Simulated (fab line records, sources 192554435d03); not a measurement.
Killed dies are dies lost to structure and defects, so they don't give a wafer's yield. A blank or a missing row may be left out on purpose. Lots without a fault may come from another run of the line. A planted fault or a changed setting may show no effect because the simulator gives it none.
Chamber matching | flow n5_finfet | N5_BEOL_M7_DEP_56 on pecvd-02: 3 sister chambers
The step deposits SiCN from 3MS/NH3, target thk 10 nm, time 17.5 s. 18 wafers are shown with their chamber, then 9 later ones without.

WAFERS WITH THEIR CHAMBER
wafer  | chamber | throttle_valve_pct (%) | showerhead_plenum_p_Torr (Torr)
L075.2 | 1       | 9.6                    | 3.675
L075.5 | 2       | 9.6                    | 3.654
L075.6 | 0       | 8.8                    | 3.673
L076.1 | 2       | 9.6                    | 3.650
L076.2 | 0       | 8.4                    | 3.667
L076.4 | 2       | 9.4                    | 3.646
L078.3 | 1       | 9.8                    | 3.680
L078.4 | 2       | 9.7                    | 3.646
L078.5 | 0       | 8.4                    | 3.681
L080.2 | 2       | 9.9                    | 3.653
L080.5 | 0       | 8.4                    | 3.670
L080.6 | 1       | 9.7                    | 3.678
L082.2 | 2       | 9.7                    | 3.647
L082.4 | 1       | 9.6                    | 3.682
L082.5 | 2       | 9.5                    | 3.646
L085.2 | 0       | 8.7                    | 3.676
L085.3 | 2       | 9.9                    | 3.646
L085.4 | 2       | 9.6                    | 3.642

SIGNATURES (means of the wafers above)
reading                  | chamber 0 | chamber 1 | chamber 2 | scatter within a chamber
throttle_valve_pct       | 8.540     | 9.675     | 9.656     | 0.164
showerhead_plenum_p_Torr | 3.67340   | 3.67875   | 3.64778   | 0.00418
Rule: a wafer's distance from a chamber is the root of the sum, over the readings, of the square of ((its reading less the chamber's mean) divided by the reading's scatter). The wafer belongs to the nearest chamber; if the next one is less than 2 further off, it can't be placed. The scatter: the root of (the sum of the squares of (reading less its chamber's mean) over the shown wafers, divided by (wafers less chambers)).

WAFERS WITHOUT THEIR CHAMBER
wafer  | throttle_valve_pct (%) | showerhead_plenum_p_Torr (Torr)
L088.1 | 9.7                    | 3.655
L088.2 | 8.7                    | 3.676
L088.3 | 9.6                    | 3.682
L088.4 | 8.7                    | 3.671
L088.5 | 9.6                    | 3.649
L088.6 | 10.0                   | 3.673
L090.2 | 9.7                    | 3.674
L090.3 | 9.9                    | 3.644
L090.5 | 9.6                    | 3.642

WHICH CHAMBER EACH WENT THROUGH
wafer  | from the rows above | in truth
L088.1 | 2                   | 2
L088.2 | 0                   | 0
L088.3 | 1                   | 1
L088.4 | 0                   | 0
L088.5 | 2                   | 2
L088.6 | 1                   | 1
L090.2 | 1                   | 1
L090.3 | 2                   | 2
L090.5 | 2                   | 2
Placed correctly: 9 of 9. Can't be placed from these rows: 0. Placed wrongly: 0.
